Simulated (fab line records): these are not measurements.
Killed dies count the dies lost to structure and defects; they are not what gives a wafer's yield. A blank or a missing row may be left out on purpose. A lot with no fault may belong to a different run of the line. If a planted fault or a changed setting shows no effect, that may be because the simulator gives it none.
fab line records ; flow n5-finfet
record lots=7; wafers=21
route steps=1938 shown ZERO_LAYER@6 WELL_APT@21 FIN_SAQP@99 DUMMY_GATE@243 SD_EPI_N@278 SD_EPI_P@321
start-h: hours from the record's opening day to when the first of the lot's shown wafers began ; wait-h: hours elapsed since this lot's preceding step ; " identical to the entry in the row above ; L1.1+2: several wafers, shown together as one row ; - no value, or no start given ; * or withheld: withheld ; < > ~ a bound
route shown NAME@n: names a module that has steps shown in the file, with the first one's number in the route ; usual: the fault-free wafers' mean and standard deviation ; same: alike in all rows ; chamber/n: place in a boat ; sites: the reading at each site ; _std_site: their standard deviation ; _edge_site: mean of outer sites minus mean of inner sites ; radius-mm: for every site, how far away it sits from the centre of the wafer ; mask NAME#n: copy n ; behind: the last tool/chamber to shape the wafer ; hold: the reason the lot was held/the length of the hold in hours/how it ended ; device: the n, p or np transistor that did not switch ; end of line: the route-end tests of the same wafers ; for a step that has no rows: nothing shown but its recipe ; killed: not the wafer's yield, but the dies lost to structure and defects at the first sort ; map: shows each die of a wafer: x if killed, . if not, _ if none is there
set.NAME: the setting the step ran with; set.NAME@STEP: the setting that earlier step ran with ; model.NAME: the simulator's own value behind a step, which no gauge read
one table per step and one row per wafer, for lots whose settings were changed on purpose
## steps
# step N5_ZERO_LAYER_COAT_05
# recipe spin-rpm=1500; resist-thk-nm=1000
lot.wafer;tool;chamber;start-h;wait-h;set.spin-rpm;model.coat_of_ZERO_LAYER_COAT_05.thk-nm
L076.2;litho-track-03;0;-;-;1342;1056
L076.4;litho-track-03;0;-;-;1500;998.6
L076.6;litho-track-03;0;-;-;1500;999.5
L081.2;litho-track-04;0;-;-;1359;1054
L081.3;litho-track-04;0;-;-;1500;1003
L081.5;litho-track-04;0;-;-;1359;1053
L083.2;litho-track-03;0;-;-;1660;944
L083.5;litho-track-03;0;-;-;1500;994.6
L083.6;litho-track-03;0;-;-;1500;995.7
L084.1;litho-track-05;0;-;-;1419;1023
L084.2;litho-track-05;0;-;-;1500;994.5
L084.5;litho-track-05;0;-;-;1500;997.2
L087.1;litho-track-04;0;-;-;1500;1002
L087.4;litho-track-04;0;-;-;1500;1000
L087.6;litho-track-04;0;-;-;1414;1031
L096.1;litho-track-05;0;-;-;1500;1004
L096.5;litho-track-05;0;-;-;1500;1008
L096.6;litho-track-05;0;-;-;1500;1007
L097.2;litho-track-03;0;-;-;1341;1059
L097.4;litho-track-03;0;-;-;1341;1057
L097.6;litho-track-03;0;-;-;1500;997.8
# step N5_ZERO_LAYER_EXPOSE_08
# recipe mask-id=ZERO; na=0.55; source-shape=conventional; sigma-outer=0.8; polarization=unpolarized; defocus-nm=0; target-cd-nm=2000; dose-mj=16.2
lot.wafer;tool;chamber;start-h;wait-h;mask;set.dose-mj
L076.2+4+6;krf-scanner-02;0;24.47;-;ZERO#0;16.2
L081.2+5;krf-scanner-01;0;54.49;-;ZERO#0;16.62
L081.3;krf-scanner-01;0;54.49;-;ZERO#0;16.2
L083.2;krf-scanner-01;0;66.49;-;ZERO#0;17.22
L083.5+6;krf-scanner-01;0;66.49;-;ZERO#0;16.2
L084.1+5;krf-scanner-01;0;72.47;-;ZERO#0;16.2
L084.2;krf-scanner-01;0;72.47;-;ZERO#0;15.39
L087.1+4;krf-scanner-02;0;90.48;-;ZERO#0;17.24
L087.6;krf-scanner-02;0;90.48;-;ZERO#0;16.2
L096.1+5+6;krf-scanner-02;0;144.60;-;ZERO#0;16.2
L097.2+4;krf-scanner-01;0;150.60;-;ZERO#0;16.2
L097.6;krf-scanner-01;0;150.60;-;ZERO#0;15.69
# step N5_ZERO_LAYER_PEB_09
# recipe peb-temp-c=withheld; peb-time-s=*
# step N5_ZERO_LAYER_DEVELOP_10
# recipe develop-time-s=60; rinse-liquid=diw; dry=air-spin; dev-temp-c=21
# step N5_ZERO_LAYER_HARDBAKE_23
# recipe temp-c=130; time-s=120
# step N5_ZERO_LAYER_CD_MEAS_11
# recipe target-cd-nm=2000; landing-energy-ev=500; detector=se-inlens
# usual cd-nm=1999.9/1.7
lot.wafer;tool;chamber;start-h;wait-h;set.dose-mj@ZERO_LAYER_EXPOSE_08;cd-nm
L076.2;cd-sem-01;0;24.64;-;16.2;1999.0
L076.4;cd-sem-01;0;24.64;-;16.2;1998.6
L076.6;cd-sem-01;0;24.64;-;16.2;2002.4
L081.2;cd-sem-03;0;54.66;-;16.62;2001.7
L081.3;cd-sem-03;0;54.66;-;16.2;2000.1
L081.5;cd-sem-03;0;54.66;-;16.62;2002.5
L083.2;cd-sem-03;0;66.67;-;17.22;2014.5
L083.5;cd-sem-03;0;66.67;-;16.2;2001.2
L083.6;cd-sem-03;0;66.67;-;16.2;1999.1
L084.1;cd-sem-03;0;72.64;-;16.2;2002.4
L084.2;cd-sem-03;0;72.64;-;15.39;1994.5
L084.5;cd-sem-03;0;72.64;-;16.2;2002.5
L087.1;cd-sem-02;0;90.66;-;17.24;2012.2
L087.4;cd-sem-02;0;90.66;-;17.24;2012.8
L087.6;cd-sem-02;0;90.66;-;16.2;2000.2
L096.1;cd-sem-03;0;144.77;-;16.2;2000.5
L096.5;cd-sem-03;0;144.77;-;16.2;2000.5
L096.6;cd-sem-03;0;144.77;-;16.2;2001.0
L097.2;cd-sem-01;0;150.77;-;16.2;1997.4
L097.4;cd-sem-01;0;150.77;-;16.2;1997.5
L097.6;cd-sem-01;0;150.77;-;15.69;1993.7
# step N5_ZERO_LAYER_DESCUM_16
# recipe chemistry=O2; time-s=7.9; source-power-w=50; bias-power-w=20; pressure-mtorr=20; rf-frequency-hz=2.712e+07; temp-c=40; o2-flow-sccm=225
lot.wafer;tool;chamber;start-h;wait-h;set.time-s;set.dose-mj@ZERO_LAYER_EXPOSE_08;model.ZERO_LAYER.cd-nm
L076.2;rie-diel-01;2;24.68;0.0;7.9;16.2;1999
L076.4;rie-diel-01;1;24.68;0.0;8.496;16.2;1999
L076.6;rie-diel-01;1;24.68;0.0;7.9;16.2;2003
L081.2;rie-diel-02;0;54.95;0.3;6.825;16.62;2002
L081.3;rie-diel-02;3;54.95;0.3;7.9;16.2;2000
L081.5;rie-diel-02;2;54.95;0.3;7.9;16.62;2002
L083.2;rie-diel-02;3;66.70;0.0;7.058;17.22;2014
L083.5;rie-diel-02;0;66.70;0.0;7.9;16.2;2001
L083.6;rie-diel-02;3;66.70;0.0;7.9;16.2;1999
L084.1;rie-diel-01;2;72.68;0.0;9.21;16.2;2003
L084.2;rie-diel-01;3;72.68;0.0;7.9;15.39;1994
L084.5;rie-diel-01;0;72.68;0.0;7.9;16.2;2002
L087.1;rie-diel-06;0;90.70;0.0;7.9;17.24;2012
L087.4;rie-diel-06;2;90.70;0.0;7.9;17.24;2013
L087.6;rie-diel-06;1;90.70;0.0;7.9;16.2;2000
L096.1+6;rie-diel-06;0,2;145.05;0.3;7.9;16.2;2001
L096.5;rie-diel-06;3;145.05;0.3;7.9;16.2;2000
L097.2;rie-diel-06;1;150.80;0.0;7.9;16.2;1998
L097.4;rie-diel-06;2;150.80;0.0;7.9;16.2;1997
L097.6;rie-diel-06;2;150.80;0.0;7.9;15.69;1994
# step N5_ZERO_LAYER_ETCH_17
# recipe chemistry=CF4; target=SiO2; target-depth-a=120; time-s=13.3; ion-energy-ev=350; pressure-mtorr=40; source-w=450; bias-w=215; Ar_flow_sccm=100; cf4-flow-sccm=100
# step N5_ZERO_LAYER_ETCH_18
# recipe chemistry=HBr/Cl2; target=Si; target-depth-a=1200; time-s=40; pressure-mtorr=10; icp-w=800; bias-w=75; HBr_flow_sccm=150; Cl2_flow_sccm=80
lot.wafer;tool;chamber;start-h;wait-h;set.spin-rpm@ZERO_LAYER_COAT_05;model.coat_of_ZERO_LAYER_COAT_05.thk-nm
L076.2;rie-si-05;2;24.79;0.0;1342;986.3
L076.4;rie-si-05;3;24.79;0.0;1500;928.3
L076.6;rie-si-05;3;24.79;0.0;1500;929.9
L081.2;rie-si-02;3;55.05;0.0;1359;984.4
L081.3;rie-si-02;2;55.05;0.0;1500;934
L081.5;rie-si-02;0;55.05;0.0;1359;984.1
L083.2;rie-si-06;0;66.81;0.0;1660;874.8
L083.5;rie-si-06;2;66.81;0.0;1500;925
L083.6;rie-si-06;1;66.81;0.0;1500;925.9
L084.1;rie-si-02;2;72.79;0.0;1419;952.6
L084.2;rie-si-02;1;72.79;0.0;1500;925
L084.5;rie-si-02;3;72.79;0.0;1500;927.3
L087.1;rie-si-06;0;90.80;0.0;1500;933.3
L087.4;rie-si-06;0;90.80;0.0;1500;931.2
L087.6;rie-si-06;2;90.80;0.0;1414;961.8
L096.1;rie-si-02;2;145.16;0.0;1500;935.2
L096.5;rie-si-02;2;145.16;0.0;1500;939.2
L096.6;rie-si-02;1;145.16;0.0;1500;938.1
L097.2;rie-si-05;3;150.91;0.0;1341;988.5
L097.4;rie-si-05;1;150.91;0.0;1341;987.5
L097.6;rie-si-05;2;150.91;0.0;1500;928.4
# step N5_ZERO_LAYER_STRIP_24
# recipe chemistry=O2; power-w=1000; temp-c=250; overash-fraction=0.3; pressure-mtorr=1000; o2-flow-sccm=6750
# usual strip-time-to-endpoint-s=43.88/0.1
lot.wafer;tool;chamber;start-h;wait-h;set.spin-rpm@ZERO_LAYER_COAT_05;strip-time-to-endpoint-s
L076.2;plasma-asher-02;0;24.89;0.1;1342;45.50
L076.4;plasma-asher-02;0;24.89;0.1;1500;43.78
L076.6;plasma-asher-02;1;24.89;0.1;1500;43.85
L081.2;plasma-asher-01;1;55.16;0.1;1359;45.47
L081.3;plasma-asher-01;1;55.16;0.1;1500;43.95
L081.5;plasma-asher-01;0;55.16;0.1;1359;45.46
L083.2;plasma-asher-01;0;66.96;0.1;1660;42.17
L083.5;plasma-asher-01;0;66.96;0.1;1500;43.67
L083.6;plasma-asher-01;1;66.96;0.1;1500;43.71
L084.1;plasma-asher-02;0;72.89;0.1;1419;44.51
L084.2;plasma-asher-02;1;72.89;0.1;1500;43.68
L084.5;plasma-asher-02;0;72.89;0.1;1500;43.76
L087.1;plasma-asher-01;0;90.91;0.1;1500;43.95
L087.4;plasma-asher-01;0;90.91;0.1;1500;43.88
L087.6;plasma-asher-01;0;90.91;0.1;1414;44.79
L096.1;plasma-asher-02;0;145.26;0.1;1500;44.00
L096.5;plasma-asher-02;0;145.26;0.1;1500;44.10
L096.6;plasma-asher-02;1;145.26;0.1;1500;44.08
L097.2;plasma-asher-02;0;151.02;0.1;1341;45.58
L097.4;plasma-asher-02;0;151.02;0.1;1341;45.56
L097.6;plasma-asher-02;0;151.02;0.1;1500;43.77
# step N5_WELL_APT_COAT_02
# recipe spin-rpm=1357; resist-thk-nm=950
lot.wafer;tool;chamber;start-h;wait-h;set.spin-rpm;model.coat_of_WELL_APT_COAT_02.thk-nm
L076.2;litho-track-04;0;-;-;1457;917.8
L076.4;litho-track-04;0;-;-;1357;955.6
L076.6;litho-track-04;0;-;-;1457;919.4
L081.2;litho-track-02;0;-;-;1357;954.6
L081.3+5;litho-track-02;0;-;-;1229;1003
L083.2;litho-track-02;0;-;-;1257;991.1
L083.5;litho-track-02;0;-;-;1357;955.1
L083.6;litho-track-02;0;-;-;1257;989
L084.1;litho-track-02;0;-;-;1357;950
L084.2;litho-track-02;0;-;-;1228;1000
L084.5;litho-track-02;0;-;-;1228;996.9
L087.1;litho-track-02;0;-;-;1357;956.7
L087.4;litho-track-02;0;-;-;1493;914
L087.6;litho-track-02;0;-;-;1493;913.5
L096.1;litho-track-02;0;-;-;1357;952.9
L096.5;litho-track-02;0;-;-;1357;951.2
L096.6;litho-track-02;0;-;-;1357;951.9
L097.2;litho-track-02;0;-;-;1219;1003
L097.4;litho-track-02;0;-;-;1357;954.4
L097.6;litho-track-02;0;-;-;1357;950.3
# step N5_FIN_SAQP_PECVD_48
# recipe material=SiNx; target-thk-a=250; temp-c=400; precursor=SiH4/NH3/N2; pressure-torr=1.5; rf-w=300; time-s=22.1
lot.wafer;tool;chamber;start-h;wait-h;set.time-s;model.SiNx_of_FIN_SAQP_PECVD_48.thk-nm
L076.2;pecvd-01;2;32.66;0.0;20.9;23.28
L076.4;pecvd-01;2;32.66;0.0;22.1;25.29
L076.6;pecvd-01;1;32.66;0.0;22.1;24.73
L081.2;pecvd-03;0;62.95;0.0;22.1;24.79
L081.3;pecvd-03;1;62.95;0.0;22.1;24.9
L081.5;pecvd-03;1;62.95;0.0;24.05;27.6
L083.2;pecvd-03;0;75.07;0.0;22.1;24.97
L083.5;pecvd-03;0;75.07;0.0;24.05;27.69
L083.6;pecvd-03;1;75.07;0.0;24.05;27.66
L084.1;pecvd-03;0;81.01;0.0;22.1;24.83
L084.2;pecvd-03;1;81.01;0.0;22.1;25
L084.5;pecvd-03;1;81.01;0.0;20.59;23.88
L087.1;pecvd-03;1;100.35;0.0;23.27;25.87
L087.4;pecvd-03;2;100.35;0.0;23.27;26.46
L087.6;pecvd-03;1;100.35;0.0;23.27;26.66
L096.1;pecvd-03;1;154.08;0.0;22.1;24.69
L096.5;pecvd-03;0;154.08;0.0;22.1;25.04
L096.6;pecvd-03;2;154.08;0.0;22.1;24.77
L097.2;pecvd-03;1;158.96;0.0;25.22;28.62
L097.4;pecvd-03;1;158.96;0.0;22.1;25.52
L097.6;pecvd-03;2;158.96;0.0;25.22;29.19
# step N5_FIN_SAQP_COAT_50
# recipe resist=SiARC; temp-c=220; time-s=60; spin-rpm=1500; resist-thk-nm=35
lot.wafer;tool;chamber;start-h;wait-h;set.spin-rpm;model.SiARC_of_FIN_SAQP_COAT_50.thk-nm
L076.2;litho-track-04;0;-;-;1646;33.58
L076.4;litho-track-04;0;-;-;1646;33.64
L076.6;litho-track-04;0;-;-;1500;35.17
L081.2;litho-track-04;0;-;-;1500;35.25
L081.3;litho-track-04;0;-;-;1500;35.24
L081.5;litho-track-04;0;-;-;1600;34.09
L083.2;litho-track-04;0;-;-;1412;36.08
L083.5;litho-track-04;0;-;-;1500;35.19
L083.6;litho-track-04;0;-;-;1412;36.16
L084.1;litho-track-05;0;-;-;1500;34.95
L084.2;litho-track-05;0;-;-;1500;34.92
L084.5;litho-track-05;0;-;-;1500;35.09
L087.1;litho-track-05;0;-;-;1500;34.94
L087.4;litho-track-05;0;-;-;1500;35.16
L087.6;litho-track-05;0;-;-;1500;35.04
L096.1;litho-track-05;0;-;-;1500;34.98
L096.5;litho-track-05;0;-;-;1500;35.06
L096.6;litho-track-05;0;-;-;1500;34.97
L097.2;litho-track-05;0;-;-;1402;36.35
L097.4;litho-track-05;0;-;-;1402;36.52
L097.6;litho-track-05;0;-;-;1402;36.36
# step N5_FIN_SAQP_COAT_10
# recipe resist=CAR-ArF; spin-rpm=1500; resist-thk-nm=90
# step N5_FIN_SAQP_EBR_12
# recipe solvent=PGMEA; ebr-width-mm=1.5
# step N5_FIN_SAQP_DESCUM_21
# recipe chemistry=O2; time-s=7.9; source-power-w=50; bias-power-w=20; pressure-mtorr=20; rf-frequency-hz=2.712e+07; temp-c=40; resist=CAR-ArF; o2-flow-sccm=225
# step N5_FIN_SAQP_ETCH_51
# recipe chemistry=CF4; target=SiARC; target-depth-a=455; mask-material=CAR-ArF; time-s=75.8; ion-energy-ev=80; pressure-mtorr=40; source-w=545; bias-w=36; Ar_flow_sccm=100; cf4-flow-sccm=100; ends=cleared
lot.wafer;tool;chamber;start-h;wait-h;set.spin-rpm@FIN_SAQP_COAT_50;model.etch.depth-nm;model.CAR-ArF_of_FIN_SAQP_COAT_10.thk-nm
L076.2;rie-diel-04;3;33.28;0.0;1646;33.58;52.51
L076.4;rie-diel-04;2;33.28;0.0;1646;33.64;52.28
L076.6;rie-diel-04;3;33.28;0.0;1500;35.17;51.01
L081.2;rie-diel-04;3;63.73;0.0;1500;35.25;51.21
L081.3;rie-diel-04;1;63.73;0.0;1500;35.24;50.86
L081.5;rie-diel-04;2;63.73;0.0;1600;34.09;51.94
L083.2;rie-diel-04;3;75.90;0.0;1412;36.08;50.31
L083.5;rie-diel-04;1;75.90;0.0;1500;35.19;50.7
L083.6;rie-diel-04;0;75.90;0.0;1412;36.16;50.16
L084.1;rie-diel-03;2;81.76;0.0;1500;34.95;50.79
L084.2;rie-diel-03;0;81.76;0.0;1500;34.92;50.68
L084.5;rie-diel-03;2;81.76;0.0;1500;35.09;50.62
L087.1;rie-diel-03;0;100.97;0.0;1500;34.94;51.53
L087.4;rie-diel-03;2;100.97;0.0;1500;35.16;51.15
L087.6;rie-diel-03;3;100.97;0.0;1500;35.04;51.09
L096.1;rie-diel-04;1;154.85;0.0;1500;34.98;51.1
L096.5;rie-diel-04;1;154.85;0.0;1500;35.06;50.79
L096.6;rie-diel-04;3;154.85;0.0;1500;34.97;50.88
L097.2;rie-diel-04;0;159.70;0.0;1402;36.35;49.89
L097.4;rie-diel-04;3;159.70;0.0;1402;36.52;49.73
L097.6;rie-diel-04;0;159.70;0.0;1402;36.36;50.03
# step N5_FIN_SAQP_ETCH_52
# recipe chemistry=N2/H2; target=SOC; target-depth-a=1000; overetch-a=200; mask-material=SiARC; temp-c=40; time-s=150; ion-energy-ev=200; pressure-mtorr=30; source-w=840; bias-w=150; n2-flow-sccm=200; h2-flow-sccm=200; ends=end-point
# step N5_FIN_SAQP_STRIP_53
# recipe chemistry=N2/H2; temp-c=40; n2-flow-sccm=200; h2-flow-sccm=200; rf-frequency-hz=6e+07
# step N5_FIN_SAQP_MANDREL1_REMOVE_56
# recipe chemistry=HBr/Cl2/O2; bt-time-s=10; target=a-Si; stop-on=SiNx; endpoint=OES-SiCl; over-etch-frac=1; icp-w=600; bias-w=22; HBr_flow_sccm=150; Cl2_flow_sccm=80; O2_flow_sccm=5; pressure-mtorr=10
# step N5_FIN_SAQP_ETCH_57
# recipe chemistry=CH3F/O2; target=SiNx; mask-material=SiO2; target-depth-a=325; time-s=46.4; pressure-mtorr=30; source-w=395; bias-w=73; Ar_flow_sccm=150; CH3F_flow_sccm=30; O2_flow_sccm=20; ion-energy-ev=120; ends=cleared
# usual etch-rf-on-time-s=46.8/0.91
lot.wafer;tool;chamber;start-h;wait-h;set.time-s@FIN_SAQP_PECVD_48;etch-rf-on-time-s;model.etch.depth-nm
L076.2;rie-diel-05;3;35.64;0.0;20.9;44.0;23.28
L076.4;rie-diel-05;3;35.64;0.0;22.1;47.7;25.19
L076.6;rie-diel-05;2;35.64;0.0;22.1;45.8;24.63
L081.2;rie-diel-05;1;65.76;0.1;22.1;46.8;24.73
L081.3;rie-diel-05;0;65.76;0.1;22.1;45.9;24.83
L081.5;rie-diel-05;2;65.76;0.1;24.05;51.0;27.52
L083.2;rie-diel-04;2;78.14;0.0;22.1;48.1;24.89
L083.5;rie-diel-04;2;78.14;0.0;24.05;52.9;27.59
L083.6;rie-diel-04;1;78.14;0.0;24.05;51.6;27.66
L084.1;rie-diel-04;0;84.20;0.0;22.1;45.6;24.83
L084.2;rie-diel-04;3;84.20;0.0;22.1;47.4;24.93
L084.5;rie-diel-04;0;84.20;0.0;20.59;43.8;23.81
L087.1;rie-diel-05;0;103.20;0.1;23.27;48.0;25.79
L087.4;rie-diel-05;1;103.20;0.1;23.27;50.2;26.46
L087.6;rie-diel-05;2;103.20;0.1;23.27;49.5;26.6
L096.1;rie-diel-03;1;156.98;0.0;22.1;45.9;24.6
L096.5;rie-diel-03;2;156.98;0.0;22.1;47.3;25.04
L096.6;rie-diel-03;1;156.98;0.0;22.1;45.8;24.77
L097.2;rie-diel-04;3;161.72;0.0;25.22;54.6;28.59
L097.4;rie-diel-04;3;161.72;0.0;22.1;48.6;25.43
L097.6;rie-diel-04;3;161.72;0.0;25.22;55.4;29.1
# step N5_DUMMY_GATE_ETCH_31
# recipe chemistry=C4F6/O2; target=SiO2; mask-material=SOC; target-depth-a=825; time-s=27.5; ion-energy-ev=250; pressure-mtorr=30; source-w=345; bias-w=185; Ar_flow_sccm=300; C4F6_flow_sccm=10; O2_flow_sccm=10
lot.wafer;tool;chamber;start-h;wait-h;set.target-depth-a;model.etch.depth-nm;model.SOC_of_DUMMY_GATE_COAT_34.thk-nm
L076.2;rie-diel-01;0;60.12;0.0;825;84.04;51.6
L076.4;rie-diel-01;2;60.12;0.0;780.8;78;52
L076.6;rie-diel-01;3;60.12;0.0;780.8;77.59;51.8
L081.2;rie-diel-02;2;88.60;0.2;825;80.74;51.6
L081.3;rie-diel-02;0;88.60;0.2;784.6;78.29;52
L081.5;rie-diel-02;2;88.60;0.2;825;81.29;51.6
L083.2;rie-diel-06;3;103.58;0.0;825;81.88;51.6
L083.5;rie-diel-06;2;103.58;0.0;825;82.26;51.8
L083.6;rie-diel-06;1;103.58;0.0;921.3;92.06;50.8
L084.1;rie-diel-01;2;109.00;0.0;825;82.59;51.6
L084.2;rie-diel-01;0;109.00;0.0;825;83.94;51.6
L084.5;rie-diel-01;2;109.00;0.0;865.3;86.02;51.4
L087.1;rie-diel-01;2;125.15;0.0;825;81.56;52
L087.4;rie-diel-01;1;125.15;0.0;736.8;73.24;52.8
L087.6;rie-diel-01;2;125.15;0.0;825;81.62;52
L096.1;rie-diel-06;0;180.34;0.0;825;81.64;51.8
L096.5;rie-diel-06;1;180.34;0.0;825;82.06;51.8
L096.6;rie-diel-06;2;180.34;0.0;825;81.85;52
L097.2;rie-diel-02;0;184.41;0.0;795.7;80.68;52
L097.4;rie-diel-02;1;184.41;0.0;825;83.37;51.4
L097.6;rie-diel-02;0;184.41;0.0;795.7;80.51;51.8
# step N5_DUMMY_GATE_ETCH_42
# recipe chemistry=CHF3/O2; target=SiO2; target-depth-a=35; time-s=31; ion-energy-ev=30; bias-w=12; pressure-mtorr=30; source-w=600; Ar_flow_sccm=200; CHF3_flow_sccm=50; O2_flow_sccm=5
# usual rf-vpp-V=42.4/0.88
lot.wafer;tool;chamber;start-h;wait-h;set.bias-w;rf-vpp-V
L076.2;rie-diel-06;3;60.61;0.0;12.56;43.8
L076.4;rie-diel-06;0;60.61;0.0;12.56;44.6
L076.6;rie-diel-06;1;60.61;0.0;12;42.0
L081.2;rie-diel-01;1;89.09;0.0;12;41.9
L081.3;rie-diel-01;0;89.09;0.0;12;41.1
L081.5;rie-diel-01;3;89.09;0.0;12;42.5
L083.2;rie-diel-06;3;104.09;0.1;12;42.4
L083.5;rie-diel-06;1;104.09;0.1;13.94;47.0
L083.6;rie-diel-06;0;104.09;0.1;13.94;48.2
L084.1;rie-diel-06;1;109.49;0.0;12;42.7
L084.2;rie-diel-06;2;109.49;0.0;12;41.8
L084.5;rie-diel-06;0;109.49;0.0;12;42.7
L087.1;rie-diel-02;2;125.64;0.0;12;41.2
L087.4;rie-diel-02;3;125.64;0.0;10.01;37.3
L087.6;rie-diel-02;3;125.64;0.0;10.01;36.5
L096.1;rie-diel-01;0;180.84;0.0;12;41.4
L096.5;rie-diel-01;0;180.84;0.0;12;42.9
L096.6;rie-diel-01;1;180.84;0.0;12;43.9
L097.2;rie-diel-06;0;184.91;0.0;12;42.4
L097.4;rie-diel-06;1;184.91;0.0;12;43.0
L097.6;rie-diel-06;1;184.91;0.0;12;40.7
# step N5_SD_EPI_N_ETCH_45
# recipe chemistry=CH3F/O2; target=SiOCN; target-depth-a=60; mask-material=SOC; ion-energy-ev=60; bias-w=29; pressure-mtorr=15; source-w=410; Ar_flow_sccm=150; CH3F_flow_sccm=30; O2_flow_sccm=20
lot.wafer;tool;chamber;start-h;wait-h;set.target-depth-a;model.etch.depth-nm
L076.2;rie-diel-05;1;62.46;0.1;60;5.862
L076.4;rie-diel-05;3;62.46;0.1;60;5.894
L076.6;rie-diel-05;2;62.46;0.1;60;6.009
L081.2;rie-diel-03;2;92.51;0.1;53;5.213
L081.3;rie-diel-03;0;92.51;0.1;60;6.023
L081.5;rie-diel-03;2;92.51;0.1;53;5.225
L083.2;rie-diel-05;2;106.08;0.1;60;6.041
L083.5;rie-diel-05;1;106.08;0.1;57.81;5.666
L083.6;rie-diel-05;2;106.08;0.1;60;5.977
L084.1;rie-diel-05;1;111.21;0.1;55.66;5.475
L084.2;rie-diel-05;2;111.21;0.1;60;6.039
L084.5;rie-diel-05;0;111.21;0.1;60;6.06
L087.1;rie-diel-05;2;127.50;0.1;60;6.031
L087.4;rie-diel-05;3;127.50;0.1;60;5.936
L087.6;rie-diel-05;2;127.50;0.1;60;6.067
L096.1;rie-diel-03;2;183.68;0.1;60;5.864
L096.5;rie-diel-03;3;183.68;0.1;60;6.078
L096.6;rie-diel-03;2;183.68;0.1;60;5.847
L097.2;rie-diel-05;2;187.22;0.1;56.53;5.702
L097.4;rie-diel-05;0;187.22;0.1;56.53;5.708
L097.6;rie-diel-05;3;187.22;0.1;60;5.917
# step N5_SD_EPI_P_EPI_21
# recipe material=SiGe:B; dopant=B; temp-c=550; pressure-torr=20; ambient=H2; time-s=355
lot.wafer;tool;chamber;start-h;wait-h;set.temp-c;model.SiGe-B_of_SD_EPI_P_EPI_21.thk-nm
L076.2;epi-rpcvd-04;0;68.31;0.5;547.9;59
L076.4;epi-rpcvd-04;0;68.31;0.5;547.9;58.2
L076.6;epi-rpcvd-04;0;68.31;0.5;547.9;58.4
L081.2;epi-rpcvd-04;0;98.49;0.5;546.9;56.2
L081.3;epi-rpcvd-04;0;98.49;0.5;550;60.2
L081.5;epi-rpcvd-04;0;98.49;0.5;550;61
L083.2;epi-rpcvd-01;0;111.72;0.5;548.1;58.4
L083.5;epi-rpcvd-01;0;112.80;1.5;550;61.2
L083.6;epi-rpcvd-01;0;112.80;1.5;550;60.8
L084.1+5;epi-rpcvd-01;0;116.49;0.1;547.9;58
L084.2;epi-rpcvd-01;0;116.49;0.1;550;61
L087.1+4;epi-rpcvd-01;0;132.83;0.1;550;61
L087.6;epi-rpcvd-01;0;134.63;1.8;550;60.6
L096.1;epi-rpcvd-03;0;188.98;0.1;550;60
L096.5+6;epi-rpcvd-03;0;190.42;1.5;550;60.4
L097.2;epi-rpcvd-04;0;192.98;0.5;552.1;62.8
L097.4;epi-rpcvd-04;0;192.98;0.5;550;59.6
L097.6;epi-rpcvd-04;0;192.98;0.5;552.1;62.6
## key
split step=N5_ZERO_LAYER_COAT_05; setting=spin-rpm; stated=1500; by=wafer
response step=N5_ZERO_LAYER_COAT_05; reading=model.coat_of_ZERO_LAYER_COAT_05.thk-nm; change=-5.29; per=1%; r=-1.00
response step=N5_ZERO_LAYER_ETCH_18; reading=model.coat_of_ZERO_LAYER_COAT_05.thk-nm; change=-5.25; per=1%; r=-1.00
response step=N5_ZERO_LAYER_STRIP_24; reading=strip-time-to-endpoint-s; change=*; per=1%; r=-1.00
split step=N5_ZERO_LAYER_EXPOSE_08; setting=dose-mj; stated=16.2; by=wafer
response step=N5_ZERO_LAYER_CD_MEAS_11; reading=cd-nm; change=+1.84; per=1%; r=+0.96
response step=N5_ZERO_LAYER_DESCUM_16; reading=model.ZERO_LAYER.cd-nm; change=+1.83; per=1%; r=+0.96
split step=N5_ZERO_LAYER_DESCUM_16; setting=time-s; stated=7.9; by=wafer
response none clear
split step=N5_WELL_APT_COAT_02; setting=spin-rpm; stated=1357; by=wafer
response step=N5_WELL_APT_COAT_02; reading=model.coat_of_WELL_APT_COAT_02.thk-nm; change=-4.87; per=1%; r=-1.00
split step=N5_FIN_SAQP_PECVD_48; setting=time-s; stated=22.1; by=wafer
response step=N5_FIN_SAQP_PECVD_48; reading=model.SiNx_of_FIN_SAQP_PECVD_48.thk-nm; change=+0.261; per=1%; r=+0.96
response step=N5_FIN_SAQP_ETCH_57; reading=etch-rf-on-time-s; change=*; per=1%; r=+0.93
response step=N5_FIN_SAQP_ETCH_57; reading=model.etch.depth-nm; change=+0.262; per=1%; r=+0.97
split step=N5_FIN_SAQP_COAT_50; setting=spin-rpm; stated=1500; by=wafer
response step=N5_FIN_SAQP_COAT_50; reading=model.SiARC_of_FIN_SAQP_COAT_50.thk-nm; change=-0.164; per=1%; r=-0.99
response step=N5_FIN_SAQP_ETCH_51; reading=model.etch.depth-nm; change=-0.164; per=1%; r=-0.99
response step=N5_FIN_SAQP_ETCH_51; reading=model.CAR-ArF_of_FIN_SAQP_COAT_10.thk-nm; change=+0.128; per=1%; r=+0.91
split step=N5_DUMMY_GATE_ETCH_31; setting=target-depth-a; stated=825; by=wafer
response step=N5_DUMMY_GATE_ETCH_31; reading=model.etch.depth-nm; change=+0.812; per=1%; r=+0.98
response step=N5_DUMMY_GATE_ETCH_31; reading=model.SOC_of_DUMMY_GATE_COAT_34.thk-nm; change=-0.0747; per=1%; r=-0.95
split step=N5_DUMMY_GATE_ETCH_42; setting=bias-w; stated=12; by=wafer
response step=N5_DUMMY_GATE_ETCH_42; reading=rf-vpp-V; change=+0.296; per=1%; r=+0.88
split step=N5_SD_EPI_N_ETCH_45; setting=target-depth-a; stated=60; by=wafer
response step=N5_SD_EPI_N_ETCH_45; reading=model.etch.depth-nm; change=+0.0681; per=1%; r=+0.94
split step=N5_SD_EPI_P_EPI_21; setting=temp-c; stated=550; by=wafer
response step=N5_SD_EPI_P_EPI_21; reading=model.SiGe-B_of_SD_EPI_P_EPI_21.thk-nm; change=+7.83; per=1%; r=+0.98
